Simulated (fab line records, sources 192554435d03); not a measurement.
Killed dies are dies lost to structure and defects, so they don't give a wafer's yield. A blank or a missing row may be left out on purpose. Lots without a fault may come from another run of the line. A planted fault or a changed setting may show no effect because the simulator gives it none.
Which tool did it? | flow n5_finfet | 11 lots, 31 wafers sampled, at 4 steps of a route of 1938

WHAT THE GAUGES READ, wafer by wafer
N5_BEOL_M10_INSPECT_58: inspects for defects (darkfield). Usual: raw_defect_count 75, standard deviation 22.
lot  | measured     | on                | raw_defect_count | flag
L535 | day 10 11:44 | defect_inspect-01 | 65 82 64         |
L536 | day 10 23:20 | defect_inspect-01 | 45 83 45         |
L537 | day 11 09:42 | defect_inspect-02 | 95 72 58         |
L539 | day 11 18:38 | defect_inspect-02 | 91 67 50         |
L541 | day 12 02:42 | defect_inspect-01 | 126 96           |
L544 | day 13 07:07 | defect_inspect-01 | 52 49            |
L551 | day 14 13:14 | defect_inspect-02 | 83 112 70        |
L554 | day 15 13:40 | defect_inspect-01 | 52 35 55         |
L555 | day 15 22:37 | defect_inspect-01 | 95 100 103       |
L556 | day 16 02:13 | defect_inspect-01 | 98 71 73         |
L557 | day 16 13:24 | defect_inspect-01 | 122 100 102      |

WHICH TOOL RAN EACH LOT (tool, then ch and the chambers of the sampled wafers, then the start)
lot  | N5_BEOL_M10_STRIP_36               | N5_BEOL_M10_STRIP_77                          | N5_BEOL_M10_CVD_75
L535 | rie_diel-01 ch 0,2,3, day 10 06:53 | rie_diel-01 ch 0,2,3, day 10 08:37 or earlier | cvd_co-01 ch 0,1,2, day 10 08:37
L536 | rie_diel-05 ch 1,2, day 10 20:41   | rie_diel-05 ch 1,2, day 10 22:03 or earlier   | cvd_co-02 ch 1,2, day 10 22:03
L537 | rie_diel-01 ch 0,2,3, day 11 06:57 | rie_diel-01 ch 0,2,3, day 11 08:28 or earlier | cvd_co-02 ch 0,1,2, day 11 08:28
L539 | rie_diel-02 ch 1,3, day 11 15:49   | rie_diel-02 ch 1,3, day 11 17:17 or earlier   | cvd_co-01 ch 0,1, day 11 17:17
L541 | rie_diel-01 ch 0,2, day 11 23:38   | rie_diel-01 ch 0,2, day 12 01:36 or earlier   | cvd_co-01 ch 1,2, day 12 01:36
L544 | rie_diel-02 ch 1,2, day 13 04:24   | rie_diel-02 ch 1,2, day 13 05:59 or earlier   | cvd_co-01 ch 0,2, day 13 05:59
L551 | rie_diel-01 ch 0,1, day 14 10:35   | rie_diel-01 ch 0,1, day 14 12:01 or earlier   | cvd_co-02 ch 1, day 14 12:01
L554 | rie_diel-02 ch 0,1,2, day 15 08:53 | rie_diel-02 ch 0,1,2, day 15 12:31 or earlier | cvd_co-01 ch 0,1, day 15 12:31
L555 | rie_diel-01 ch 2,3, day 15 19:46   | rie_diel-01 ch 2,3, day 15 21:26 or earlier   | cvd_co-01 ch 0,1,2, day 15 21:26
L556 | rie_diel-02 ch 0,1,2, day 15 21:55 | rie_diel-02 ch 0,1,2, day 15 23:16 or earlier | cvd_co-02 ch 0,1,2, day 15 23:16
L557 | rie_diel-01 ch 1,2,3, day 16 10:01 | rie_diel-01 ch 1,2,3, day 16 12:08 or earlier | cvd_co-01 ch 0,1,2, day 16 12:08
- N5_BEOL_M10_STRIP_36: strips in N2/H2.
- N5_BEOL_M10_STRIP_77: strips in N2/H2, time 10 s.
- N5_BEOL_M10_CVD_75: deposits Co from CCTBA/H2, target thk 2 nm, time 138.9 s.

WHAT THE TOOLS THEMSELVES READ (means of the sampled wafers that have a number; where no wafer has one, the mark that the record gives instead)
N5_BEOL_M10_STRIP_36. Usual: chamber_pressure_mTorr 19.99 mTorr, standard deviation 0.042; drypump_motor_current_A 5.8 A, standard deviation 0.47; h2_flow_sccm 200.1 sccm, standard deviation 0.62; oes_product_au 0.78 a.u., standard deviation 0.091; rf_vpp_V 59.1 V, standard deviation 1.6; showerhead_plenum_p_Torr 2.49 Torr, standard deviation 0.035; throttle_valve_pct 23.60 %, standard deviation 0.28.
lot  | tool        | chamber_pressure_mTorr (mTorr) | drypump_motor_current_A (A) | h2_flow_sccm (sccm) | oes_product_au (a.u.) | rf_vpp_V (V) | showerhead_plenum_p_Torr (Torr) | throttle_valve_pct (%) | flag
L535 | rie_diel-01 | 20.01                          | 5.7                         | 200.4               | 0.82                  | 59.0         | 2.49                            | 23.55                  |
L536 | rie_diel-05 | 19.99                          | 5.7                         | 200.1               | 0.85                  | 58.5         | 2.46                            | 23.36                  |
L537 | rie_diel-01 | 20.03                          | 5.7                         | 199.9               | 0.80                  | 59.2         | 2.49                            | 23.57                  |
L539 | rie_diel-02 | 20.00                          | 6.1                         | 200.2               | 0.74                  | 59.0         | 2.55                            | 23.49                  |
L541 | rie_diel-01 | 20.00                          | 6.2                         | 199.4               | 0.86                  | 60.2         | 2.48                            | 23.37                  |
L544 | rie_diel-02 | 20.00                          | 6.0                         | 200.2               | 0.70                  | 60.2         | 2.52                            | 23.83                  |
L551 | rie_diel-01 | 20.01                          | 6.0                         | 199.7               | 0.88                  | 59.9         | 2.47                            | 23.41                  |
L554 | rie_diel-02 | 19.98                          | 5.9                         | 200.3               | 0.70                  | 59.6         | 2.48                            | 23.77                  |
L555 | rie_diel-01 | 20.02                          | 5.4                         | 200.2               | 0.86                  | 57.5         | 2.47                            | 23.66                  |
L556 | rie_diel-02 | 20.02                          | 5.9                         | 200.3               | 0.71                  | 59.2         | 2.48                            | 23.77                  |
L557 | rie_diel-01 | 20.03                          | 5.4                         | 200.0               | 0.87                  | 58.6         | 2.47                            | 23.63                  |

N5_BEOL_M10_STRIP_77. Usual: chamber_pressure_mTorr 20.000 mTorr, standard deviation 0.02; drypump_motor_current_A 5.8 A, standard deviation 0.47; h2_flow_sccm 200.0 sccm, standard deviation 0.59; oes_product_au 0.78 a.u., standard deviation 0.092; rf_vpp_V 59.0 V, standard deviation 0.81; showerhead_plenum_p_Torr 2.49 Torr, standard deviation 0.035; throttle_valve_pct 23.60 %, standard deviation 0.28.
lot  | tool        | chamber_pressure_mTorr (mTorr) | drypump_motor_current_A (A) | h2_flow_sccm (sccm) | oes_product_au (a.u.) | rf_vpp_V (V) | showerhead_plenum_p_Torr (Torr) | throttle_valve_pct (%) | flag
L535 | rie_diel-01 | 19.992                         | 5.7                         | 201.2               | 0.83                  | 58.1         | 2.49                            | 23.54                  |
L536 | rie_diel-05 | 20.013                         | 5.7                         | 199.9               | 0.85                  | 58.8         | 2.46                            | 23.37                  |
L537 | rie_diel-01 | 19.999                         | 5.7                         | 200.0               | 0.81                  | 59.1         | 2.49                            | 23.56                  |
L539 | rie_diel-02 | 20.016                         | 6.1                         | 200.3               | 0.73                  | 59.4         | 2.54                            | 23.49                  |
L541 | rie_diel-01 | 19.991                         | 6.1                         | 199.4               | 0.85                  | 58.9         | 2.48                            | 23.37                  |
L544 | rie_diel-02 | 19.984                         | 6.0                         | 199.7               | 0.70                  | 58.5         | 2.52                            | 23.82                  |
L551 | rie_diel-01 | 19.987                         | 6.0                         | 200.5               | 0.87                  | 59.3         | 2.47                            | 23.41                  |
L554 | rie_diel-02 | 20.000                         | 5.9                         | 199.7               | 0.70                  | 59.0         | 2.48                            | 23.77                  |
L555 | rie_diel-01 | 19.999                         | 5.4                         | 199.3               | 0.87                  | 59.4         | 2.47                            | 23.65                  |
L556 | rie_diel-02 | 19.998                         | 5.9                         | 200.2               | 0.69                  | 59.3         | 2.48                            | 23.78                  |
L557 | rie_diel-01 | 19.990                         | 5.4                         | 199.8               | 0.87                  | 58.2         | 2.47                            | 23.62                  |

N5_BEOL_M10_CVD_75. Usual: run_length_s 162.0 s, standard deviation 0.37.
lot  | tool      | run_length_s (s) | flag
L535 | cvd_co-01 | 162.0            |
L536 | cvd_co-02 | 162.0            |
L537 | cvd_co-02 | 161.7            |
L539 | cvd_co-01 | 162.2            |
L541 | cvd_co-01 | 194.4            | OFF
L544 | cvd_co-01 | 194.2            | OFF
L551 | cvd_co-02 | 162.0            |
L554 | cvd_co-01 | 162.1            |
L555 | cvd_co-01 | 162.5            |
L556 | cvd_co-02 | 161.7            |
L557 | cvd_co-01 | 162.3            |

THE ANSWER, worked out from the rows above alone
Rule: a lot is off if the mean of its wafers that have a number lies more than 3 standard deviations from the usual mean. A lot without any number at a reading at which 4 lots or more have one is off too. The other lots that the step has rows for count as sound. The gauges are gone through in route order, then the tools' own readings, and for those a lot's mean is taken as printed above. The first step at which some lot is off is used, and at that step the reading that is off furthest; a lot without a number counts as furthest.
Off: L541, L544, at N5_BEOL_M10_CVD_75 (run_length_s).
A tool fits if, at that step or a process step before it, it ran every lot that is off, and no sound lot after the first of them. N5_BEOL_M10_STRIP_77 gives no start for some lots, so the hours and the order of its lots are those of N5_BEOL_M10_CVD_75. None of those tried fits.

WHAT THE SIMULATOR HAD PUT IN
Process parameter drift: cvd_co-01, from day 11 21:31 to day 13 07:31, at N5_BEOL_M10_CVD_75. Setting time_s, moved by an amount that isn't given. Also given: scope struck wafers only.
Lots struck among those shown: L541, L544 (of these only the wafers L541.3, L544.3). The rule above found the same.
